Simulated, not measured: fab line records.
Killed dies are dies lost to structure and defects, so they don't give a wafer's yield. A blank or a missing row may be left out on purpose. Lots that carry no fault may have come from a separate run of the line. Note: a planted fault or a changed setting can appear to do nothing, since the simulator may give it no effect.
Struck lot and sound lot, side by side    flow n5-finfet    37 steps out of a route of 1938
Sound: wafers L909.3, L909.4, L909.5. Wafers L900.2, L900.4, L900.6 were the ones struck. At the end, the cause is stated.
Per side, at each step with rows, come the tool, then ch with its chambers, and then its first start. Under that, the readings that differ: sound wafers    struck wafers    difference of the means    sigmas: that difference in standard deviations of wafers without a fault.
alike: readings with means less than 2 such deviations apart, plus words and numbers identical on both sides. not compared: withheld readings, readings lacking a value on some wafer, bounds such as >300 that could conceal the same value, and numbers that have no deviation in the record and whose values overlap.
Wherever a step has rows on one side only, a row that says differs or no value, or a row with sigmas, the two part there. Numbers that have no deviation but don't overlap get no sigmas and don't part them. A reading missing from all wafers of one side parts the sides only when that side holds two or more wafers.

first, 9 steps without rows for these wafers: N5_BEOL_M3_ANNEAL_95 (time 240 s); N5_BEOL_M3_SPUTTER_96 (material Cu, target thk 4.5 nm, time 8.29 s); N5_BEOL_M3_ECD_50 (material Cu, target thk 300 nm); N5_BEOL_M3_ANNEAL_51 (time 90 s); N5_BEOL_M3_CMP_52 (polishes, stops on SiOC, t overpolish 6.8 s, target thk 40 nm); N5_BEOL_M3_PRE_CLEAN_60 (time 15 s); N5_BEOL_M3_CO_CAP_55 (material Co, precursor CCTBA/H2, target thk 2 nm, time 102.1 s); N5_BEOL_M3_PRE_CLEAN_56 (time 15 s); N5_BEOL_M3_DEP_57 (deposits SiCN from 3MS/NH3, target thk 8 nm, time 14 s).
N5_BEOL_M4_ILD_DEP_00: deposits SiOC from DEMS/O2, target thk 79 nm, time 15.3 s.
  sound on pecvd-04 ch 0,1, day 12 23:22; struck on pecvd-01 ch 0,1,2, day 11 00:28
  no value came back on the struck wafers for any of 5 readings (chamber-pressure-Torr (Torr), heater-power-outer-w (W) and others); on the sound wafers chamber-pressure-Torr (Torr) reads 5.006 5.003 4.992
  not compared: since-wet-clean-h
then, 24 steps without rows for these wafers: N5_BEOL_M4_PECVD_72 (deposits SiO2 from TEOS/O2, target thk 16 nm, time 18 s); N5_BEOL_M4_HM_DEP_02 (deposits TiN, target thk 20 nm); N5_BEOL_M4_COAT_61 (time 60 s, resist thk 60 nm); N5_BEOL_M4_COAT_62 (time 60 s, resist thk 12 nm); N5_BEOL_M4_COAT_73 (time 60 s, resist thk 5 nm); N5_BEOL_M4_COAT_05 (resist thk 30 nm); N5_BEOL_M4_EBR_07; N5_BEOL_M4_SOFTBAKE_06 (time 60 s); N5_BEOL_M4_EXPOSE_08 (exposes mask M4); N5_BEOL_M4_PEB_09 (peb time 60 s); N5_BEOL_M4_DEVELOP_10 (develop time 30 s); N5_BEOL_M4_DESCUM_16 (chemistry O2, time 7 s); N5_BEOL_M4_ETCH_74 (etches underlayer in N2/H2, target depth 6.5 nm, time 5.2 s); N5_BEOL_M4_ETCH_63 (etches SiARC in CF4, target depth 15.6 nm, time 26 s); N5_BEOL_M4_ETCH_64 (etches SOC in N2/H2, target depth 75 nm, overetch 22.5 nm, time 121.9 s); N5_BEOL_M4_STRIP_65 (strips in N2/H2); N5_BEOL_M4_STRIP_75 (strips in N2/H2); N5_BEOL_M4_STRIP_66 (strips in CF4); N5_BEOL_M4_HM_OPEN_17 (chemistry Cl2/BCl3, target TiN, target depth 20 nm, overetch 6 nm); N5_BEOL_M4_STRIP_19 (strips in O2); N5_BEOL_M4_COAT_67 (time 60 s, resist thk 60 nm); N5_BEOL_M4_COAT_68 (time 60 s, resist thk 12 nm); N5_BEOL_M4_COAT_76 (time 60 s, resist thk 5 nm); N5_BEOL_M4_COAT_22 (resist thk 30 nm).
N5_BEOL_M4_OCD_MEAS_38:
  sound: ocd-02 at day 13 03:58; struck: ocd-01 at day 11 06:58
reading               sound           struck  difference                     sigmas
trench-depth-nm (nm)  54.9 53.5 53.8  - - -   no value on the struck wafers  
N5_BEOL_M4_RC_MEAS_101:
  the record has rows for the sound wafers here (prober-02 ch 0, day 13 10:29) and none for the struck ones
-- a jump in the record: the struck wafers' starts before and after are 5 days apart (it breaks off in module BEOL_M4 and resumes in module PASSIVATION, where the first step shown is number 1936 of the route) --
N5_PASSIVATION_PROBE_49:
  only the struck wafers here have rows in the record (prober-01, day 15 19:34); the sound ones have none

## WHERE THEY PART
Earliest at N5_BEOL_M4_ILD_DEP_00; latest, in this record, at N5_PASSIVATION_PROBE_49.

WHY: the cause the simulator had injected
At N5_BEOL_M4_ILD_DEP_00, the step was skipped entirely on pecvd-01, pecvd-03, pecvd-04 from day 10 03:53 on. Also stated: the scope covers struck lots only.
